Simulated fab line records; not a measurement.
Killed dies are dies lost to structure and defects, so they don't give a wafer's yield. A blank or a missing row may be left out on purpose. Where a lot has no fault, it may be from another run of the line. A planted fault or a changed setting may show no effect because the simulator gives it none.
A sampling plan put to the test | flow nand_harc | each of the 44 faults these records tell of, on one fab line, judged from the records of the lots it struck
The line's own looks make up the plan; these are the steps of the route where a gauge or inspection reads the wafer and leaves it unchanged. Where struck wafers have a number at a look and the file lists that look's usual mean and standard deviation on fault-free wafers, the look can be judged. Caught: a look later than the fault's first step finds the struck wafers' mean 4 or more of those standard deviations (sigma) from the usual mean. On the tool: the same test on the tool's own readings at the fault's steps. Also counted as caught: the struck wafers showing another recipe, or a record that is empty for them alone.

== THE FAULTS, as the simulator had put them in ==
1. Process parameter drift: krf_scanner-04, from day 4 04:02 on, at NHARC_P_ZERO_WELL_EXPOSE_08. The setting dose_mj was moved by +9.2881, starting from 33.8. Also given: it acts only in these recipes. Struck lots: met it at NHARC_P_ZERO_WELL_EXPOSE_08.
2. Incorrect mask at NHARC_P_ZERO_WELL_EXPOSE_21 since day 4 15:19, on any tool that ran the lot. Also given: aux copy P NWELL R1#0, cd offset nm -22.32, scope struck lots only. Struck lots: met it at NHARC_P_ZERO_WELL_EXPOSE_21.
3. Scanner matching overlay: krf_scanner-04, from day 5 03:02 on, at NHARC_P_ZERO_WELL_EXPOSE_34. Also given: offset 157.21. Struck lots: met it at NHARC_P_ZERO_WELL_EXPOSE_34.
4. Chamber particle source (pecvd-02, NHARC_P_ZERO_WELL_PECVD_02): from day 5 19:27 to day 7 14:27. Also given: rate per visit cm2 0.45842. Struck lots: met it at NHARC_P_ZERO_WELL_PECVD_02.
5. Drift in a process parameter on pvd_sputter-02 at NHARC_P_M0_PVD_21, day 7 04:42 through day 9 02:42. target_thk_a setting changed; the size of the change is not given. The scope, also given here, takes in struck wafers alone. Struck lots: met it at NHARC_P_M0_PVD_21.
6. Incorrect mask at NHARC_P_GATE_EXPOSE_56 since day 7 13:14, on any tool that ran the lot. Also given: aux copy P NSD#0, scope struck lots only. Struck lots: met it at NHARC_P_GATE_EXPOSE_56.
7. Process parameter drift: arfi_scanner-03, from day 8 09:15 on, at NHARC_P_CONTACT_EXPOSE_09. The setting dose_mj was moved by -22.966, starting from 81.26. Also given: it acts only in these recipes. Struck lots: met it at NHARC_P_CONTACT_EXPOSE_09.
8. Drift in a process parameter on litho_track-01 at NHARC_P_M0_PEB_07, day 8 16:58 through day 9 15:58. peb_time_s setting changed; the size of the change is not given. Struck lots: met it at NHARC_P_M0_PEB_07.
9. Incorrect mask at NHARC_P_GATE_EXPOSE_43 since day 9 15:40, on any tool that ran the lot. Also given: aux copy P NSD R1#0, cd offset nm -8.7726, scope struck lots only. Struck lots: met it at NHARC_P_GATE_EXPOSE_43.
10. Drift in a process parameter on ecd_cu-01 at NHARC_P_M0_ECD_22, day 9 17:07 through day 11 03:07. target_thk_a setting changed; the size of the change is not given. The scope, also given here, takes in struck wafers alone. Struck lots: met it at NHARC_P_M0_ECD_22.
11. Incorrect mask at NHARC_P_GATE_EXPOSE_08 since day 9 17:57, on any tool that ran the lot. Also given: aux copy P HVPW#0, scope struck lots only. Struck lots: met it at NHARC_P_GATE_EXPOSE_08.
12. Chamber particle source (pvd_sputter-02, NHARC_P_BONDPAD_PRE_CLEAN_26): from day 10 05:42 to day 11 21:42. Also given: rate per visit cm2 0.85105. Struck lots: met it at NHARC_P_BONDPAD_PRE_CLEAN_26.
13. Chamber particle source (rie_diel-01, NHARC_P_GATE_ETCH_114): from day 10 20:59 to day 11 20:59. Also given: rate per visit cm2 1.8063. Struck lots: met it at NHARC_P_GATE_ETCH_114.
14. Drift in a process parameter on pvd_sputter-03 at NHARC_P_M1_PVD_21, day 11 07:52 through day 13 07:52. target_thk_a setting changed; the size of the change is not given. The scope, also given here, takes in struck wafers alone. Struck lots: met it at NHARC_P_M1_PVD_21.
15. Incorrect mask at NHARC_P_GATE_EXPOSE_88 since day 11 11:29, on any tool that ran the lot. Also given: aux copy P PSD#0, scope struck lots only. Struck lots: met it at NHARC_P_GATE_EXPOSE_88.
16. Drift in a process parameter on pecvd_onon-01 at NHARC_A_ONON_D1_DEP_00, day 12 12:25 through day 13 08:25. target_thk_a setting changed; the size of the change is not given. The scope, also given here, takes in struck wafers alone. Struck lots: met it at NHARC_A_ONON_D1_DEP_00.
17. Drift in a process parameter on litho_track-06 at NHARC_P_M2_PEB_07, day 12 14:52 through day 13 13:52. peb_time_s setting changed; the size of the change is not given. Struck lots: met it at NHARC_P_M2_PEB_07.
18. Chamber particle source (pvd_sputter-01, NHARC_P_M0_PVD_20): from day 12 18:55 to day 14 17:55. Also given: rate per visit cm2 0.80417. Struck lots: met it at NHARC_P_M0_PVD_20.
19. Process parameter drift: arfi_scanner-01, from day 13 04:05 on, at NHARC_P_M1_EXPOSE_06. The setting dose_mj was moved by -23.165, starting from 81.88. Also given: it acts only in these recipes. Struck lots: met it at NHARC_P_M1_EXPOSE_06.
20. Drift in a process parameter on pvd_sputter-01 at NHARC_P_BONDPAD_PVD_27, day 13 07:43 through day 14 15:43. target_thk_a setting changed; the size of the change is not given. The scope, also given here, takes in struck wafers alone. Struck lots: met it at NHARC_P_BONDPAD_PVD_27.
21. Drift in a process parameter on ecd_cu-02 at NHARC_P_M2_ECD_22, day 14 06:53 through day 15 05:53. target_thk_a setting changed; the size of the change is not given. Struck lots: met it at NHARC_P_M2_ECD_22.
22. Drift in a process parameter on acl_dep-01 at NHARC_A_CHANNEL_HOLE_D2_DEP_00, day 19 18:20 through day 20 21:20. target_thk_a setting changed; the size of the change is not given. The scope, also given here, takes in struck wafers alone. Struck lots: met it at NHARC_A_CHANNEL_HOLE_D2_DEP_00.
23. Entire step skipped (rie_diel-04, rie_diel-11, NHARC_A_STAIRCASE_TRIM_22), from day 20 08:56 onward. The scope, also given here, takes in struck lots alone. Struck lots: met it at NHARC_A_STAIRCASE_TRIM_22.
24. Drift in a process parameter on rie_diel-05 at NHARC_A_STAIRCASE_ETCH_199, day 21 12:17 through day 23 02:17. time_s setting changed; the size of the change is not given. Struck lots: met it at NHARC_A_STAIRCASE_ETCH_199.
25. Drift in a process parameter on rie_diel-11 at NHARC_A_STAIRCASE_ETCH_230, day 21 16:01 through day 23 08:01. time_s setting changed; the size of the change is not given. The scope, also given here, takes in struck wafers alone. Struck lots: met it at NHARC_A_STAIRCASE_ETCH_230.
26. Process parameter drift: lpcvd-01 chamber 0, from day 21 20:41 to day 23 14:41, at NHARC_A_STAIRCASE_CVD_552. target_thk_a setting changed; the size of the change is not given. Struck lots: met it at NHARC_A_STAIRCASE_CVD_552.
27. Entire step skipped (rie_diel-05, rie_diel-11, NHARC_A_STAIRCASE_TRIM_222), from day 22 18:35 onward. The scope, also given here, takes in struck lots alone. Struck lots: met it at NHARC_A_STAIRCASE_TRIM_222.
28. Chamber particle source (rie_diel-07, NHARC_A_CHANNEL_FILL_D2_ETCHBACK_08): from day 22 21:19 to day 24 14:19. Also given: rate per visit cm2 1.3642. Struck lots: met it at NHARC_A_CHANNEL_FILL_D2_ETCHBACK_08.
29. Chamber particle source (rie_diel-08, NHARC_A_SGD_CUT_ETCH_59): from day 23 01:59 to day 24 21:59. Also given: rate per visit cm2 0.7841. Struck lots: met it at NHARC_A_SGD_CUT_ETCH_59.
30. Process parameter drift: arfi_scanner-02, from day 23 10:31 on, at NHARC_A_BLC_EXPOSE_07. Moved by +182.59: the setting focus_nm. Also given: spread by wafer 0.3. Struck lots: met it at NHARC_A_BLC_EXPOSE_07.
31. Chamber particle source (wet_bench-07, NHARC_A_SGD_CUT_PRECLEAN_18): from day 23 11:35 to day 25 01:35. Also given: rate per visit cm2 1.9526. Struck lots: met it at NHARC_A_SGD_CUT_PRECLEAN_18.
32. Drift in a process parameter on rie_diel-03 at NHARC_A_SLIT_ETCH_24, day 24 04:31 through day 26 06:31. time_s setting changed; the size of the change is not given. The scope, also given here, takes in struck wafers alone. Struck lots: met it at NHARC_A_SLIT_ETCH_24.
33. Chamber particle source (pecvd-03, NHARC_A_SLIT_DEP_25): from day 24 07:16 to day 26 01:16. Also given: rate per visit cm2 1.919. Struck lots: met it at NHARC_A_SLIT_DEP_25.
34. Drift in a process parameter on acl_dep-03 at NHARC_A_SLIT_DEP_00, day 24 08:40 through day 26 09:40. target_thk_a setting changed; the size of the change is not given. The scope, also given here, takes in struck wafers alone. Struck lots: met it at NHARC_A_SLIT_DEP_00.
35. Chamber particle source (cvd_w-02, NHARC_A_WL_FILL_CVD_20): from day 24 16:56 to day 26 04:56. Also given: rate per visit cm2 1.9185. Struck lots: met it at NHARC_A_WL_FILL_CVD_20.
36. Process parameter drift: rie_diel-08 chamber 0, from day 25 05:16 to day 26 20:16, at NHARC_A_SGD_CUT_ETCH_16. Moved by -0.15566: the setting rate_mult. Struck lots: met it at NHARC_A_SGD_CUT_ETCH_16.
37. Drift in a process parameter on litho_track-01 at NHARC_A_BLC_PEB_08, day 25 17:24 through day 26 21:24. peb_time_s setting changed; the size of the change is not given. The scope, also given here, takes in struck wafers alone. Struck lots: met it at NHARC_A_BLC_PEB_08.
38. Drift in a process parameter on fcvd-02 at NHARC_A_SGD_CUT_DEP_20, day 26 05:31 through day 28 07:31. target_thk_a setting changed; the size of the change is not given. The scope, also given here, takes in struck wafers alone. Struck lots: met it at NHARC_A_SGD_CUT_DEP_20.
39. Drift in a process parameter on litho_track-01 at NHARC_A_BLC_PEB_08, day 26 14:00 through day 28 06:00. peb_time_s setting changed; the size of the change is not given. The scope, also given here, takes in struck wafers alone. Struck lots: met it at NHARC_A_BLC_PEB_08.
40. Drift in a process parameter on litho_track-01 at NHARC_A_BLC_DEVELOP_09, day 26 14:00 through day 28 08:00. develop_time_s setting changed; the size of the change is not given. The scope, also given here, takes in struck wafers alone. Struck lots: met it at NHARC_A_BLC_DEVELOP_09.
41. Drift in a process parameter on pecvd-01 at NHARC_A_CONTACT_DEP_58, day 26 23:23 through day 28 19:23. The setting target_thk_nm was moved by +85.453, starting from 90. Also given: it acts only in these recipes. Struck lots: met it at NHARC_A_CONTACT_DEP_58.
42. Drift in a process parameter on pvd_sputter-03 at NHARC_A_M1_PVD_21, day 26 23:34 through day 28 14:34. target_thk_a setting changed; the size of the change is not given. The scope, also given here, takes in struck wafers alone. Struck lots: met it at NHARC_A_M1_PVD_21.
43. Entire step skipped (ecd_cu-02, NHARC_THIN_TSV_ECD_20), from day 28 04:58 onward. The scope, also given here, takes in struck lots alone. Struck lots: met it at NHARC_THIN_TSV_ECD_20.
44. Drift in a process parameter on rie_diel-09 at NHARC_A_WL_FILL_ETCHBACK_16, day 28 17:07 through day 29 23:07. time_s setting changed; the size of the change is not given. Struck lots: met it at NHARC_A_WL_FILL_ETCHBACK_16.

== WHAT THE PLAN SAW ==
fault | on the tool itself                               | first look that catches it                      | reading, sigma                                        | median hours from its first step to that look | hours from the fault's start to the first struck lot there | judged looks passed uncaught
1     | exposure_dose_mJ_cm2 +99 or beyond sigma         | NHARC_P_ZERO_WELL_CD_MEAS_11                    | cd_nm +23                                             | 0.1                                           | 5                                                          | 0
2     | no reading that can be judged                    | NHARC_P_ZERO_WELL_CD_MEAS_24                    | cd_nm -11                                             | 0.2                                           | 5                                                          | 0
3     | no reading that can be judged                    | NHARC_END_SORT_01                               | killed_at_periphery +99 or beyond                     | 554.0                                         | 566                                                        | 0
4     | no reading that can be judged                    | NHARC_P_ZERO_WELL_INSPECT_43                    | raw_defect_count +52                                  | 7.1                                           | 12                                                         | 1
5     | under 2 sigma                                    | NHARC_END_SORT_01                               | killed_at_periphery +99 or beyond                     | 433.6                                         | 436                                                        | 0
6     | no reading that can be judged                    | NHARC_END_SORT_01                               | killed_at_periphery +99 or beyond                     | 442.2                                         | 444                                                        | 0
7     | exposure_dose_mJ_cm2 -99 or beyond sigma         | NHARC_P_CONTACT_CD_MEAS_12                      | cd_nm -30                                             | 0.1                                           | 17                                                         | 0
8     | heater_power_total_W +9.2 sigma                  | none of the 5 looks that can be judged after it | -                                                     | -                                             | -                                                          | 5
9     | no reading that can be judged                    | NHARC_P_GATE_CD_MEAS_46                         | cd_nm -5.3                                            | 0.2                                           | 3                                                          | 0
10    | no reading that can be judged                    | none of the 2 looks that can be judged after it | -                                                     | -                                             | -                                                          | 2
11    | no reading that can be judged                    | NHARC_END_SORT_01                               | killed_at_periphery +99 or beyond                     | 486.7                                         | 491                                                        | 0
12    | under 2 sigma                                    | NHARC_END_SORT_01                               | killed_at_periphery +36                               | 424.7                                         | 431                                                        | 2
13    | under 2 sigma                                    | NHARC_P_GATE_INSPECT_68                         | raw_defect_count +15                                  | 18.2                                          | 23                                                         | 0
14    | under 2 sigma                                    | NHARC_END_SORT_01                               | killed_at_periphery +99 or beyond                     | 445.0                                         | 455                                                        | 0
15    | under 2 sigma                                    | NHARC_END_SORT_01                               | killed_at_periphery +99 or beyond                     | 453.6                                         | 457                                                        | 0
16    | no reading that can be judged                    | NHARC_A_ONON_D1_THK_MEAS_02                     | thk_nm -33                                            | 0.4                                           | 14                                                         | 0
17    | heater_power_total_W +17 sigma                   | NHARC_P_M2_CD_MEAS_09                           | cd_nm -4.4                                            | 0.1                                           | 5                                                          | 0
18    | under 2 sigma                                    | NHARC_END_SORT_01                               | killed_at_periphery +26                               | 429.6                                         | 428                                                        | 0
19    | exposure_dose_mJ_cm2 -99 or beyond sigma         | NHARC_P_M1_CD_MEAS_09                           | cd_nm -24                                             | 0.1                                           | 1                                                          | 0
20    | under 2 sigma                                    | NHARC_END_SORT_01                               | killed_at_periphery +99 or beyond                     | 425.5                                         | 431                                                        | 0
21    | no reading that can be judged                    | not the one look that can be judged after it    | -                                                     | -                                             | -                                                          | 1
22    | under 2 sigma                                    | NHARC_END_SORT_01                               | killed_at_array +38                                   | 283.1                                         | 276                                                        | 0
23    | the tool's record is blank for the struck wafers | NHARC_END_SORT_01                               | killed_at_array +38                                   | 212.1                                         | 209                                                        | 0
24    | run_length_s -27 sigma                           | NHARC_END_SORT_01                               | killed_at_array +31                                   | 209.3                                         | 216                                                        | 0
25    | run_length_s -36 sigma                           | NHARC_END_SORT_01                               | killed_at_array +37                                   | 209.9                                         | 214                                                        | 0
26    | under 2 sigma                                    | NHARC_END_SORT_01                               | killed_at_array +37                                   | 177.2                                         | 208                                                        | 0
27    | the tool's record is blank for the struck wafers | NHARC_END_SORT_01                               | killed_at_array +38                                   | 210.5                                         | 203                                                        | 0
28    | under 2 sigma                                    | NHARC_END_SORT_01                               | killed_at_array +4.8                                  | 222.4                                         | 237                                                        | 1
29    | under 2 sigma                                    | not the one look that can be judged after it    | strongest: killed_at_array at NHARC_END_SORT_01, +3.6 | -                                             | -                                                          | 1
30    | no reading that can be judged                    | no look after it can be judged                  | -                                                     | -                                             | -                                                          | 0
31    | under 2 sigma                                    | NHARC_END_SORT_01                               | killed_at_array +4.1                                  | 133.9                                         | 135                                                        | 1
32    | run_length_s -36 sigma                           | NHARC_END_SORT_01                               | killed_at_array +36                                   | 117.5                                         | 119                                                        | 0
33    | under 2 sigma                                    | NHARC_END_SORT_01                               | killed_at_array +4.6                                  | 125.2                                         | 142                                                        | 0
34    | under 2 sigma                                    | NHARC_END_SORT_01                               | killed_at_array +37                                   | 115.2                                         | 140                                                        | 0
35    | under 2 sigma                                    | NHARC_END_SORT_01                               | killed_at_array +5.6                                  | 75.8                                          | 83                                                         | 1
36    | oes_product_au -6.3 sigma                        | NHARC_END_SORT_01                               | killed_at_array +37                                   | 132.1                                         | 130                                                        | 0
37    | under 2 sigma                                    | NHARC_A_BLC_CD_MEAS_10                          | cd_nm +31                                             | 0.1                                           | 15                                                         | 0
38    | no reading that can be judged                    | NHARC_A_SGD_CUT_THK_MEAS_22                     | thk_nm -46                                            | 5.2                                           | 28                                                         | 0
39    | heater_power_total_W +32 sigma                   | NHARC_A_BLC_CD_MEAS_10                          | cd_nm -9.2                                            | 0.1                                           | 16                                                         | 0
40    | under 2 sigma                                    | none of the 2 looks that can be judged after it | strongest: cd_nm at NHARC_A_BLC_CD_MEAS_10, -3.2      | -                                             | -                                                          | 2
41    | under 2 sigma                                    | NHARC_END_SORT_01                               | killed_at_array +38                                   | 64.8                                          | 76                                                         | 0
42    | under 2 sigma                                    | NHARC_END_SORT_01                               | killed_at_array +38                                   | 38.3                                          | 42                                                         | 0
43    | no reading that can be judged                    | NHARC_END_SORT_01                               | killed_at_other +99 or beyond                         | 13.1                                          | 12                                                         | 0
44    | run_length_s -47 sigma                           | NHARC_END_SORT_01                               | killed_at_array +38                                   | 93.5                                          | 97                                                         | 0
A dash: this means the fault isn't caught or the number doesn't appear in these records.

Caught at a look: 38 of 44. Caught on the tool: 13 of 44. By one or the other: 39 of 44.
Caught on the tool alone: fault 8.
Caught at a look alone: faults 2, 3, 4, 5, 6, 9, 11, 12, 13, 14, 15, 16, 18, 20, 22, 26, 28, 31, 33, 34, 35, 37, 38, 41, 42, 43.
Caught by neither: faults 10, 21, 29, 30, 40.

== THINNER SAMPLING ==
If the look that catches a fault measured only every second or every third lot, by lot number, the first struck lot would be measured this late in the worst case:
fault | struck lots at that look, in order of time | every lot | every second lot | every third lot
1     | L137, L139                                 | 5 h       | may miss all 2   | may miss all 2
2     | L993                                       | 5 h       | may miss it      | may miss it
3     | L543, L549                                 | 566 h     | may miss all 2   | may miss all 2
4     | L143, L144                                 | 12 h      | 22 h             | may miss all 2
5     | L502                                       | 436 h     | may miss it      | may miss it
6     | L867                                       | 444 h     | may miss it      | may miss it
7     | L768, L771, L773                           | 17 h      | 51 h             | may miss all 3
9     | L192                                       | 3 h       | may miss it      | may miss it
11    | L112                                       | 491 h     | may miss it      | may miss it
12    | L861, L862                                 | 431 h     | 442 h            | may miss all 2
13    | L638, L639                                 | 23 h      | 33 h             | may miss all 2
14    | L808                                       | 455 h     | may miss it      | may miss it
15    | L909                                       | 457 h     | may miss it      | may miss it
16    | L833, L834                                 | 14 h      | 18 h             | may miss all 2
17    | L587, L588                                 | 5 h       | 17 h             | may miss all 2
18    | L372, L371                                 | 428 h     | 442 h            | may miss all 2
19    | L404, L408                                 | 1 h       | may miss all 2   | may miss all 2
20    | L661                                       | 431 h     | may miss it      | may miss it
22    | L385, L388                                 | 276 h     | 305 h            | may miss all 2
23    | L440, L441                                 | 209 h     | 234 h            | may miss all 2
24    | L524, L525                                 | 216 h     | 234 h            | may miss all 2
25    | L206                                       | 214 h     | may miss it      | may miss it
26    | L207                                       | 208 h     | may miss it      | may miss it
27    | L445, L448                                 | 203 h     | 232 h            | may miss all 2
28    | L548, L550                                 | 237 h     | may miss all 2   | may miss all 2
31    | L844, L847                                 | 135 h     | 169 h            | may miss all 2
32    | L422, L426                                 | 119 h     | may miss all 2   | may miss all 2
33    | L258, L261                                 | 142 h     | 166 h            | may miss all 2
34    | L722, L726, L725                           | 140 h     | 165 h            | may miss all 3
35    | L470, L471                                 | 83 h      | 95 h             | may miss all 2
36    | L747, L746, L748                           | 130 h     | 144 h            | 174 h
37    | L961, L960                                 | 15 h      | 26 h             | may miss all 2
38    | L737                                       | 28 h      | may miss it      | may miss it
39    | L569, L570                                 | 16 h      | 39 h             | may miss all 2
41    | L587, L592, L591                           | 76 h      | 88 h             | 102 h
42    | L975, L979                                 | 42 h      | may miss all 2   | may miss all 2
43    | L889, L892                                 | 12 h      | 21 h             | may miss all 2
44    | L490, L492                                 | 97 h      | may miss all 2   | may miss all 2
Hours count from the start of the fault until the first struck lot that is measured. Since the struck wafers were tested as one group against 4 sigma, a single lot by itself may lie under the limit. Other struck lots may not be in these records.

== THE LONGEST TIMED WAY FROM STEP TO LOOK ==
Fault 3: the median time between NHARC_P_ZERO_WELL_EXPOSE_34 and NHARC_END_SORT_01 is 554.0 hours. No look between them can be judged.
